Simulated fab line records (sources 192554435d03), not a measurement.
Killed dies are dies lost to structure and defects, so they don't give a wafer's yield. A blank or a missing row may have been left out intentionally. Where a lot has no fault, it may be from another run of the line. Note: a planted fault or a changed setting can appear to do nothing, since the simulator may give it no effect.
fab line records	flow n5-finfet
record lots=15	wafers=45	last-day=17
route steps=1938 shown BEOL_M2@924 BEOL_M3@948 BEOL_M4@1111
lots that met no fault: taken from a fault-free run of the same line
start-h: the number of hours between the record's first day and the start of the first shown wafer of the lot	wait-h: hours from the lot's prior step to this one	" unchanged from the row above	L1.1+2: one row covering several wafers at once	- value missing, or start not given	* or withheld: withheld	< > ~ a bound
route shown NAME@n: NAME is a module with steps in the file, n the number in the route of the first one	usual: mean/standard deviation of fault-free wafers	same: alike in all rows	chamber/n: place in a boat	sites: per-site readings	_std_site: how widely they spread, as a standard deviation	_edge_site: the outer-site mean with the inner-site mean subtracted	radius-mm: how far each site lies from the wafer's centre	mask NAME#n: copy n	behind: the tool/chamber that last shaped the wafer	hold: why the lot was held/for how many hours/how that ended	device: the n, p or np transistor that did not switch	end of line: tests run on the same wafers once the route is complete	a step given without rows: its recipe and nothing more	killed: at the first sort, the dies lost to defects and structure; wafer yield is something else	map: the dies of a wafer, with x for killed, . for not killed, _ for no die there
set.NAME: setting as actually run; set.NAME@STEP: the setting as run at that earlier step	model.NAME: the simulator's own value behind a step, which no gauge read
steps of the route over a sample of lots; a table a step, a row a wafer
services: a tool's chamber out of use, with start hour (start-h, from the record's first day; less than 0 if before it), hours out, and reason
## steps
# step N5_BEOL_M2_THK_MEAS_53
# recipe thk-meas-gauge=xrf	reads=Cu_of_BEOL_M2_ECD_50
# usual M2_THK=39.4/1.3
lot.wafer	tool	chamber	start-h	wait-h	M2_THK[nm]
L882.1	film-metro-02	-	143.44	-	39.4
L882.4	"	-	"	"	39.4
L882.5	"	-	"	"	38.3
L883.2	film-metro-01	-	146.68	-	39.2
L883.4	"	-	"	"	39.6
L883.6	"	-	"	"	38.7
L885.1	film-metro-01	-	159.85	-	41.2
L885.2	"	-	"	"	42.4
L885.5	"	-	"	"	41.8
L888.3	film-metro-01	-	179.72	-	37.8
L888.5	"	-	"	"	37.9
L888.6	"	-	"	"	37.8
L889.2	film-metro-01	-	188.50	-	37.6
L889.3	"	-	"	"	39.6
L889.4	"	-	"	"	38.0
L890.2	film-metro-01	-	196.06	-	38.2
L890.4	"	-	"	"	38.7
L890.6	"	-	"	"	37.2
L891.1	film-metro-02	-	197.35	-	40.5
L891.2	"	-	"	"	40.8
L891.3	"	-	"	"	41.5
L892.2	film-metro-02	-	207.11	-	37.8
L892.4	"	-	"	"	39.2
L892.5	"	-	"	"	38.3
L895.1	film-metro-02	-	220.42	-	40.0
L895.3	"	-	"	"	38.9
L895.6	"	-	"	"	38.2
L897.1	film-metro-02	-	232.50	-	40.1
L897.5	"	-	"	"	40.8
L897.6	"	-	"	"	40.8
L896.1	film-metro-01	-	236.51	-	39.2
L896.4	"	-	"	"	40.3
L896.6	"	-	"	"	40.8
L898.1	film-metro-02	-	238.04	-	38.1
L898.3	"	-	"	"	38.8
L898.4	"	-	"	"	40.6
L902.1	film-metro-01	-	261.78	-	39.4
L902.5	"	-	"	"	39.7
L902.6	"	-	"	"	40.2
L903.3	film-metro-01	-	266.03	-	39.2
L903.4	"	-	"	"	39.3
L903.6	"	-	"	"	39.3
L904.1	film-metro-02	-	278.81	-	40.9
L904.4	"	-	"	"	40.4
L904.5	"	-	"	"	41.4
# step N5_BEOL_M3_ETCH_74
# recipe chemistry=N2/H2	target=underlayer	target-depth-a=65	mask-material=CAR-EUV	time-s=5.2	ion-energy-ev=200	pressure-mtorr=30	source-w=840	bias-w=150	n2-flow-sccm=200	h2-flow-sccm=200	ends=cleared
# usual drypump-motor-current-A=5.8/0.45	etch-rf-on-time-s=5.19/0.097	oes-product-au=0.67/0.085	rf-fwd-power-W=819.6/2.6	rf-vpp-V=523.0/2.8	showerhead-plenum-p-Torr=2.51/0.087	throttle-valve-pct=17.79/0.27
lot.wafer	tool	chamber	start-h	wait-h	drypump-motor-current-A	etch-rf-on-time-s	oes-product-au	rf-fwd-power-W	rf-hours-counter-h	rf-vpp-V	showerhead-plenum-p-Torr	throttle-valve-pct
L882.1	rie-diel-02	1	144.49	0.0	5.7	5.12	0.66	817.9	124	520.2	2.35	17.38
L882.4	"	3	"	"	6.3	5.35	0.58	818.5	-	524.0	2.61	17.82
L882.5	"	1	"	"	5.7	5.10	0.67	823.0	-	518.6	2.35	17.38
L883.2	rie-diel-02	1	148.76	0.0	5.7	5.01	0.67	822.8	125	521.7	2.35	17.37
L883.4	"	0	"	"	5.7	5.31	0.64	819.4	-	524.6	2.55	18.09
L883.6	"	3	"	"	6.3	5.29	0.59	819.9	-	524.6	2.61	17.83
L885.1	rie-diel-03	3	161.44	0.0	6.2	5.21	0.69	819.0	99	523.4	2.46	17.83
L885.2	"	2	"	"	6.2	5.21	0.63	819.5	159	519.5	2.44	17.96
L885.5	"	2	"	"	6.2	5.23	0.63	815.8	-	520.1	2.44	17.93
L888.3	rie-diel-03	0	180.97	0.0	6.1	5.26	0.64	818.5	178	521.1	2.42	17.86
L888.5	"	3	"	"	6.3	5.20	0.68	820.4	-	521.0	2.46	17.81
L888.6	"	2	"	"	6.2	5.23	0.63	819.8	-	522.3	2.44	17.95
L889.2	rie-diel-02	0	190.64	0.0	5.7	5.27	0.62	819.4	149	522.4	2.54	18.09
L889.3	"	1	"	"	5.7	5.05	0.66	821.9	140	518.6	2.34	17.40
L889.4	"	3	"	"	6.3	5.16	0.83	818.2	0	526.6	2.61	17.40
L890.2	rie-diel-03	0	197.63	0.0	6.1	5.24	0.65	820.4	184	518.8	2.42	17.86
L890.4	"	3	"	"	6.2	5.19	0.68	821.8	111	523.3	2.45	17.87
L890.6	"	1	"	"	4.7	4.97	0.86	818.3	-	526.9	2.60	17.47
L891.1	rie-diel-03	1	199.25	0.0	4.7	4.95	0.86	821.0	2	525.7	2.60	17.48
L891.2	"	3	"	"	6.2	5.23	0.68	816.4	111	522.0	2.45	17.84
L891.3	"	0	"	"	6.1	5.22	0.64	817.2	184	520.7	2.42	17.89
L892.2	rie-diel-04	0	209.20	0.0	5.6	5.17	0.59	819.5	212	524.1	2.52	18.13
L892.4	"	2	"	"	5.7	5.08	0.85	823.4	2	522.1	2.49	17.65
L892.5	"	1	"	"	6.1	5.16	0.64	816.8	-	525.3	2.65	17.78
L895.1	rie-diel-04	3	221.49	0.0	5.8	5.21	0.61	814.5	227	523.3	2.51	18.12
L895.3	"	1	"	"	6.1	5.20	0.64	820.4	171	528.1	2.65	17.81
L895.6	"	0	"	"	5.6	5.22	0.58	819.7	-	522.5	2.51	18.15
L897.1	rie-diel-04	3	234.41	0.0	5.8	5.28	0.60	814.5	232	521.9	2.51	18.11
L897.5	"	2	"	"	5.7	5.23	0.80	820.8	-	526.0	2.49	17.68
L897.6	"	1	"	"	6.1	5.29	0.63	819.6	-	528.9	2.64	17.83
L896.1	rie-diel-02	0	239.92	0.0	5.7	5.34	0.62	823.7	164	526.0	2.54	18.16
L896.4	"	2	"	"	5.2	5.03	0.78	820.3	18	521.2	2.48	17.28
L896.6	"	2	"	"	5.2	5.13	0.78	817.8	-	523.0	2.48	17.29
L898.1	rie-diel-04	2	240.22	0.0	5.7	5.18	0.80	816.9	12	524.1	2.49	17.70
L898.3	"	0	"	"	5.6	5.26	0.58	816.2	222	522.7	2.51	18.17
L898.4	"	1	"	"	6.1	5.24	0.63	821.9	177	525.0	2.64	17.80
L902.1	rie-diel-04	0	263.37	0.0	5.6	5.22	0.59	818.7	230	522.1	2.51	18.17
L902.5	"	1	"	"	6.1	5.23	0.63	817.4	-	526.3	2.64	17.83
L902.6	"	0	"	"	5.6	5.21	0.57	820.0	-	522.0	2.51	18.19
L903.3	rie-diel-02	1	267.32	0.0	5.7	5.10	0.63	819.8	164	517.6	2.33	17.44
L903.4	"	2	"	"	5.2	5.11	0.76	818.0	27	525.3	2.48	17.27
L903.6	"	0	"	"	5.7	5.31	0.61	818.0	-	524.7	2.53	18.13
L904.1	rie-diel-03	0	281.54	0.0	6.1	5.19	0.62	820.8	209	521.6	2.41	17.92
L904.4	"	2	"	"	6.2	5.25	0.60	818.0	198	518.8	2.42	17.99
L904.5	"	3	"	"	6.2	5.22	0.65	822.9	-	520.1	2.44	17.88
# step N5_BEOL_M3_HM_OPEN_17
# recipe chemistry=Cl2/BCl3	target-depth-a=200	overetch-a=60	target=TiN	mask-material=SOC	ion-energy-ev=150	pressure-mtorr=10	icp-w=1000	bias-w=126	Cl2_flow_sccm=53.25	bcl3-flow-sccm=21.75	Ar_flow_sccm=25
# usual bcl3-flow-sccm=21.75/0.066	bias-w=125.9/0.34	drypump-motor-current-A=5.9/0.32	oes-product-au=0.66/0.092	rf-fwd-power-W=994/3.2	throttle-valve-pct=21.99/0.12
lot.wafer	tool	chamber	start-h	wait-h	bcl3-flow-sccm	bias-w	drypump-motor-current-A	oes-product-au	rf-fwd-power-W	rf-hours-counter-h	throttle-valve-pct
L882.1	rie-metal-02	1	144.70	0.0	21.75	125.6	6.2	0.82	990	2	21.77
L882.4	"	0	"	"	21.70	126.1	6.2	0.71	997	-	22.02
L882.5	"	1	"	"	21.78	125.7	6.2	0.82	985	-	21.76
L883.2	rie-metal-02	0	148.98	0.0	21.68	126.3	6.1	0.69	997	31	22.04
L883.4	"	1	"	"	21.82	125.7	6.2	0.81	990	-	21.77
L883.6	"	1	"	"	21.72	125.9	6.2	0.81	988	-	21.79
L885.1	rie-metal-01	0	161.66	0.0	21.83	126.3	5.6	0.77	1000	11	22.02
L885.2	"	1	"	"	21.81	125.9	5.3	0.56	999	105	22.17
L885.5	"	1	"	"	21.82	125.5	5.4	0.56	999	-	22.17
L888.3	rie-metal-01	0	181.21	0.1	21.75	125.7	5.6	0.75	995	-	22.02
L888.5	"	0	"	"	21.74	126.0	5.5	0.77	989	-	21.99
L888.6	"	1	"	"	21.81	125.6	5.4	0.55	994	-	22.20
L889.2	rie-metal-02	0	190.85	0.0	21.84	126.1	6.2	0.69	994	34	22.04
L889.3	"	0	"	"	21.72	126.2	6.2	0.69	996	-	22.04
L889.4	"	1	"	"	21.87	125.8	6.2	0.79	995	-	21.77
L890.2	rie-metal-01	1	197.84	0.0	21.78	126.0	5.4	0.55	1000	108	22.20
L890.4	"	1	"	"	21.76	125.0	5.3	0.54	998	-	22.19
L890.6	"	1	"	"	21.74	126.1	5.4	0.54	999	-	22.18
L891.1	rie-metal-02	0	199.46	0.0	21.75	125.3	6.2	0.68	992	34	22.05
L891.2	"	1	"	"	21.74	126.3	6.2	0.77	991	6	21.79
L891.3	"	0	"	"	21.72	125.3	6.1	0.69	995	-	22.04
L892.2	rie-metal-02	1	209.41	0.0	21.76	125.8	6.2	0.79	993	7	21.77
L892.4	"	0	"	"	21.63	126.3	6.2	0.68	997	-	22.06
L892.5	"	0	"	"	21.79	126.4	6.2	0.68	997	-	22.06
L895.1	rie-metal-02	0	221.70	0.0	21.55	126.0	6.1	0.69	993	36	22.05
L895.3	"	0	"	"	21.63	125.7	6.1	0.69	993	-	22.05
L895.6	"	1	"	"	21.91	125.7	6.2	0.76	991	-	21.78
L897.1	rie-metal-02	1	234.63	0.0	-	-	-	-	-	-	-
L897.5	"	0	"	"	-	-	-	-	-	-	-
L897.6	"	1	"	"	-	-	-	-	-	-	-
L896.1	rie-metal-03	1	240.14	0.0	-	-	-	-	-	-	-
L896.4	"	0	"	"	-	-	-	-	-	-	-
L896.6	"	1	"	"	-	-	-	-	-	-	-
L898.1	rie-metal-03	0	240.44	0.0	-	-	-	-	-	-	-
L898.3	"	0	"	"	-	-	-	-	-	-	-
L898.4	"	1	"	"	-	-	-	-	-	-	-
L902.1	rie-metal-03	0	263.58	0.0	21.82	125.8	6.1	0.55	993	109	21.96
L902.5	"	0	"	"	21.87	126.0	6.1	0.55	997	-	21.96
L902.6	"	1	"	"	21.66	126.1	5.8	0.66	993	-	21.96
L903.3	rie-metal-03	1	267.56	0.1	21.77	126.4	5.8	0.66	995	-	21.98
L903.4	"	0	"	"	21.70	126.6	6.1	0.54	997	-	21.97
L903.6	"	0	"	"	21.67	126.0	6.1	0.55	995	-	21.96
L904.1	rie-metal-02	1	281.75	0.0	21.78	126.1	6.2	0.76	993	13	21.77
L904.4	"	1	"	"	21.72	126.1	6.2	0.75	995	-	21.79
L904.5	"	1	"	"	21.67	125.6	6.2	0.75	994	-	21.81
# step N5_BEOL_M3_STRIP_19
# recipe chemistry=O2	power-w=400	temp-c=40	pressure-mtorr=30	rf-frequency-hz=6e+07	bias-power-w=0	overash-fraction=0.2	o2-flow-sccm=225
# usual drypump-motor-current-A=5.8/0.46	oes-product-au=0.78/0.09	rf-vpp-V=3.6/0.44	showerhead-plenum-p-Torr=2.06/0.066	temp-c=39.99/0.11	throttle-valve-pct=16.65/0.24
lot.wafer	tool	chamber	start-h	wait-h	drypump-motor-current-A	oes-product-au	rf-hours-counter-h	rf-vpp-V	showerhead-plenum-p-Torr	temp-c	throttle-valve-pct
L882.1	rie-diel-03	3	144.83	0.1	6.2	0.80	95	3.6	2.03	40.07	16.63
L882.4	"	2	"	"	6.2	0.76	155	3.5	2.01	40.00	16.61
L882.5	"	2	"	"	6.2	0.74	-	4.2	2.01	39.93	16.60
L883.2	rie-diel-04	1	149.09	0.1	6.1	0.77	148	3.9	2.18	39.96	16.56
L883.4	"	0	"	"	5.6	0.70	192	3.8	2.08	40.04	16.97
L883.6	"	3	"	"	5.9	0.74	-	3.2	2.08	40.31	16.86
L885.1	rie-diel-04	1	161.84	0.2	6.1	0.76	152	3.3	2.18	39.92	16.55
L885.2	"	2	"	"	5.7	0.67	243	3.3	2.06	39.93	16.85
L885.5	"	1	"	"	6.1	0.76	-	3.9	2.18	40.11	16.56
L888.3	rie-diel-03	2	181.29	0.1	6.2	0.73	165	3.3	2.00	40.06	16.61
L888.5	"	2	"	"	6.2	0.74	-	4.1	2.00	40.09	16.62
L888.6	"	3	"	"	6.2	0.79	-	3.6	2.03	40.01	16.66
L889.2	rie-diel-04	0	190.97	0.1	5.6	0.70	205	2.7	2.08	39.97	17.00
L889.3	"	3	"	"	5.9	0.73	216	3.1	2.07	40.08	16.90
L889.4	"	3	"	"	5.8	0.72	-	3.3	2.07	40.07	16.90
L890.2	rie-diel-02	3	198.04	0.2	6.3	0.97	3	3.5	2.14	40.08	16.06
L890.4	"	2	"	"	5.2	0.97	6	3.6	2.07	39.96	16.21
L890.6	"	0	"	"	5.7	0.74	-	3.3	2.09	39.90	16.86
L891.1	rie-diel-04	3	199.57	0.1	5.8	0.73	221	3.4	2.07	39.95	16.92
L891.2	"	1	"	"	6.1	0.76	165	3.5	2.18	40.10	16.58
L891.3	"	0	"	"	5.6	0.70	209	3.7	2.07	40.22	17.01
L892.2	rie-diel-03	3	209.67	0.2	6.2	0.79	114	3.8	2.02	40.08	16.66
L892.4	"	0	"	"	6.1	0.74	188	2.8	2.00	39.95	16.87
L892.5	"	1	"	"	4.8	0.98	-	3.5	2.14	39.95	16.34
L895.1	rie-diel-03	0	221.89	0.2	6.1	0.75	190	4.6	2.00	40.10	16.88
L895.3	"	3	"	"	6.2	0.79	117	3.4	2.02	40.05	16.68
L895.6	"	2	"	"	6.2	0.72	-	4.1	2.00	39.84	16.63
L897.1	rie-diel-02	3	234.77	0.1	6.3	0.93	13	3.9	2.13	39.95	16.09
L897.5	"	0	"	"	5.7	0.73	-	4.3	2.09	39.83	16.88
L897.6	"	1	"	"	5.7	0.75	-	3.4	1.93	40.14	16.28
L896.1	rie-diel-03	3	240.27	0.1	6.2	0.79	123	3.2	2.02	40.03	16.69
L896.4	"	0	"	"	6.1	0.75	195	3.2	2.00	40.09	16.88
L896.6	"	2	"	"	6.2	0.73	-	3.2	2.00	39.98	16.65
L898.1	rie-diel-02	2	240.59	0.1	5.1	0.92	18	3.9	2.06	39.83	16.23
L898.3	"	0	"	"	5.7	0.73	164	3.9	2.09	39.90	16.90
L898.4	"	1	"	"	5.7	0.75	155	3.5	1.93	40.16	16.26
L902.1	rie-diel-03	2	263.76	0.1	6.2	0.72	191	2.9	1.99	39.86	16.67
L902.5	"	0	"	"	6.1	0.73	-	3.6	2.00	40.08	16.92
L902.6	"	3	"	"	6.2	0.77	-	4.7	2.02	39.96	16.71
L903.3	rie-diel-03	1	267.64	0.1	4.7	0.93	23	3.4	2.14	39.99	16.36
L903.4	"	3	"	"	6.2	0.77	131	3.3	2.02	40.03	16.70
L903.6	"	1	"	"	4.7	0.92	-	3.4	2.14	40.00	16.36
L904.1	rie-diel-03	2	281.89	0.1	6.2	0.71	199	4.1	1.99	40.10	16.68
L904.4	"	0	"	"	6.1	0.74	209	3.4	2.00	40.01	16.91
L904.5	"	1	"	"	4.8	0.92	-	3.8	2.13	39.79	16.39
# step N5_BEOL_M3_CD_MEAS_18
# recipe pitch-nm=36	target-cd-nm=18
# usual cd-nm=18.1/0.33
lot.wafer	tool	chamber	start-h	wait-h	cd-nm
L882.1	cd-sem-03	-	144.90	0.0	18.0
L882.4	"	-	"	"	18.1
L882.5	"	-	"	"	18.3
L883.2	cd-sem-01	-	149.16	0.1	17.7
L883.4	"	-	"	"	18.1
L883.6	"	-	"	"	17.7
L885.1	cd-sem-02	-	161.91	0.0	17.9
L885.2	"	-	"	"	17.8
L885.5	"	-	"	"	18.2
L888.3	cd-sem-02	-	181.36	0.1	18.6
L888.5	"	-	"	"	18.2
L888.6	"	-	"	"	18.1
L889.2	cd-sem-03	-	191.05	0.1	18.1
L889.3	"	-	"	"	18.0
L889.4	"	-	"	"	17.7
L890.2	cd-sem-02	-	198.11	0.1	18.4
L890.4	"	-	"	"	19.0
L890.6	"	-	"	"	18.2
L891.1	cd-sem-02	-	199.64	0.0	18.4
L891.2	"	-	"	"	18.6
L891.3	"	-	"	"	18.6
L892.2	cd-sem-01	-	209.75	0.1	18.2
L892.4	"	-	"	"	18.0
L892.5	"	-	"	"	17.8
L895.1	cd-sem-01	-	221.96	0.0	18.2
L895.3	"	-	"	"	18.3
L895.6	"	-	"	"	18.4
L897.1	cd-sem-02	-	234.83	0.0	-
L897.5	"	-	"	"	-
L897.6	"	-	"	"	-
L896.1	cd-sem-01	-	240.34	0.0	-
L896.4	"	-	"	"	-
L896.6	"	-	"	"	-
L898.1	cd-sem-02	-	240.66	0.0	-
L898.3	"	-	"	"	-
L898.4	"	-	"	"	-
L902.1	cd-sem-03	-	263.83	0.0	18.2
L902.5	"	-	"	"	18.6
L902.6	"	-	"	"	18.2
L903.3	cd-sem-02	-	267.72	0.1	18.2
L903.4	"	-	"	"	18.6
L903.6	"	-	"	"	18.1
L904.1	cd-sem-01	-	281.96	0.0	17.7
L904.4	"	-	"	"	17.8
L904.5	"	-	"	"	18.6
# step N5_BEOL_M4_RC_MEAS_101
# usual DIBL_N=35.7/1.3	DIBL_P=35.4/1.8	IOFF_N=0.152/0.027	IOFF_P=0.20/0.034	ION_N=672/9.8	ION_P=461/7.5	SS_N=71.4/0.55	SS_P=73.1/0.61	VT_N=251/3.3	VT_P=-251/3.6
lot.wafer	tool	chamber	start-h	wait-h	DIBL_N[mV/V]	DIBL_P[mV/V]	IOFF_N[nA/um]	IOFF_P[nA/um]	ION_N[uA/um]	ION_P[uA/um]	SS_N[mV/dec]	SS_P[mV/dec]	VT_N[mV]	VT_P[mV]
L882.1	prober-02	0	162.74	0.0	37.2	39.2	0.199	0.27	681	469	72.2	74.2	247	-244
L882.4	"	0	"	"	35.0	38.2	0.160	0.24	672	465	71.1	73.9	248	-246
L882.5	"	0	"	"	35.2	36.6	0.161	0.22	684	467	71.0	73.7	248	-247
L883.2	prober-01	0	167.97	0.2	34.0	32.5	0.114	0.16	661	457	70.3	72.7	255	-255
L883.4	"	0	"	"	35.2	34.1	0.133	0.18	670	464	70.6	73.5	253	-251
L883.6	"	0	"	"	34.4	34.2	0.126	0.18	659	452	71.3	73.0	255	-250
L885.1	prober-02	0	181.19	0.0	34.3	36.0	0.149	0.18	676	457	70.9	72.8	252	-255
L885.2	"	0	"	"	34.6	34.9	0.144	0.17	664	455	71.6	72.0	254	-253
L885.5	"	0	"	"	33.5	35.0	0.146	0.17	670	459	70.7	73.0	251	-252
L888.3	prober-02	0	200.58	0.3	35.7	36.7	0.162	0.23	680	468	71.3	72.6	247	-247
L888.5	"	0	"	"	35.7	36.7	0.163	0.23	678	467	71.4	72.1	247	-248
L888.6	"	0	"	"	35.1	36.3	0.152	0.22	678	467	71.0	73.0	249	-247
L889.2	prober-02	0	209.83	0.2	36.0	36.9	0.162	0.21	676	465	72.1	73.2	247	-251
L889.3	"	0	"	"	35.9	36.5	0.157	0.20	682	459	71.7	72.6	248	-250
L889.4	"	0	"	"	35.6	35.6	0.153	0.20	674	462	71.3	73.1	248	-250
L890.2	prober-02	0	218.47	0.6	33.7	32.3	0.114	0.16	666	458	70.7	72.2	256	-253
L890.4	"	0	"	"	35.1	34.0	0.131	0.19	674	463	71.6	72.7	255	-253
L890.6	"	0	"	"	33.6	32.7	0.112	0.17	666	467	72.0	72.5	255	-255
L891.1	prober-02	0	219.25	0.4	36.5	34.9	0.147	0.19	671	458	72.1	73.5	251	-248
L891.2	"	0	"	"	37.6	35.7	0.154	0.21	669	459	71.6	73.0	250	-251
L891.3	"	0	"	"	37.4	36.3	0.156	0.21	675	458	72.1	73.0	253	-249
L892.2	prober-02	0	227.33	0.2	37.7	38.4	0.186	0.26	680	466	72.5	74.4	250	-245
L892.4	"	0	"	"	35.7	35.6	0.148	0.22	662	463	71.3	73.1	250	-248
L892.5	"	0	"	"	34.8	34.8	0.139	0.21	677	465	70.7	73.3	250	-248
L895.1	prober-02	0	241.33	0.2	34.1	33.8	0.115	0.16	656	450	71.3	72.5	254	-253
L895.3	"	0	"	"	35.7	35.6	0.138	0.18	673	454	72.0	72.6	254	-255
L895.6	"	0	"	"	36.3	36.0	0.146	0.19	661	452	71.7	73.2	253	-254
L902.1	prober-02	0	281.59	0.6	33.4	34.1	0.116	0.15	656	451	71.0	72.4	256	-258
L902.5	"	0	"	"	33.5	33.9	0.108	0.15	649	445	70.8	72.5	258	-256
L902.6	"	0	"	"	36.0	36.6	0.151	0.18	663	452	71.3	73.1	251	-257
L903.3	prober-02	0	286.21	0.3	35.3	35.0	0.137	0.18	679	464	70.7	72.9	254	-252
L903.4	"	0	"	"	37.8	38.1	0.182	0.22	689	468	71.5	73.6	249	-249
L903.6	"	0	"	"	35.5	35.2	0.137	0.18	678	466	71.0	73.5	250	-253
L904.1	prober-01	0	308.16	0.0	34.3	34.6	0.123	0.18	663	458	71.2	72.0	253	-252
L904.4	"	0	"	"	36.4	36.6	0.150	0.20	673	464	71.5	73.5	250	-250
L904.5	"	0	"	"	35.3	35.2	0.124	0.17	667	456	71.2	72.7	253	-251
## services
tool	chamber	start-h	hours	kind
rie-diel-02	1	128.59	14.5	repair
rie-metal-03	0	129.62	17.6	repair
rie-diel-02	2	143.09	-	clean
rie-diel-02	2	143.09	-	consumable-replace:focus-ring
rie-diel-02	2	143.09	35.0	scheduled-down
rie-diel-02	2	143.09	35.0	vent-cycle
rie-metal-01	-	146.51	1.7	repair
rie-diel-03	1	170.57	-	clean
rie-diel-03	1	170.57	-	consumable-replace:focus-ring
rie-diel-03	1	170.57	23.4	scheduled-down
rie-diel-03	1	170.57	23.4	vent-cycle
rie-diel-02	3	178.06	-	clean
rie-diel-02	3	178.06	-	consumable-replace:focus-ring
rie-diel-02	3	178.06	12.3	scheduled-down
rie-diel-02	3	178.06	12.3	vent-cycle
rie-diel-04	2	185.70	-	clean
rie-diel-04	2	185.70	-	consumable-replace:focus-ring
rie-metal-03	-	220.80	1.4	pm
rie-diel-04	2	250.08	2.5	repair
rie-diel-04	3	257.50	8.1	repair
rie-diel-02	-	270.26	14.6	pm
## key
first-sign step=N5_BEOL_M3_HM_OPEN_17	reading=tool-record	direction=missing
effect step=N5_BEOL_M3_CD_MEAS_18	reading=cd-nm	direction=missing
met-at N5_BEOL_M3_HM_OPEN_17
struck-lots L896,L897,L898
later-rows-left-out L896.1,L896.4,L896.6,L897.1,L897.5,L897.6,L898.1,L898.3,L898.4
sort-left-out L896.1,L896.4,L896.6,L897.1,L897.5,L897.6,L898.1,L898.3,L898.4
not-acting-at N5_BEOL_M2_THK_MEAS_53,N5_BEOL_M3_ETCH_74,N5_BEOL_M3_STRIP_19
onset-between 221.70 234.63
fault kind=skipped-step-whole	tool=rie-metal-02,rie-metal-03	chamber=-	onset-h=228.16	steps=N5_BEOL_M3_HM_OPEN_17	scope=struck-lots-only
# sort-left-out: the simulated sort isn't trusted on such a fault, so these wafers' sort isn't shown, and their yield isn't known
# later-rows-left-out: the simulator's readings of these wafers behind a module that went badly wrong aren't trusted and aren't shown, but for the sort
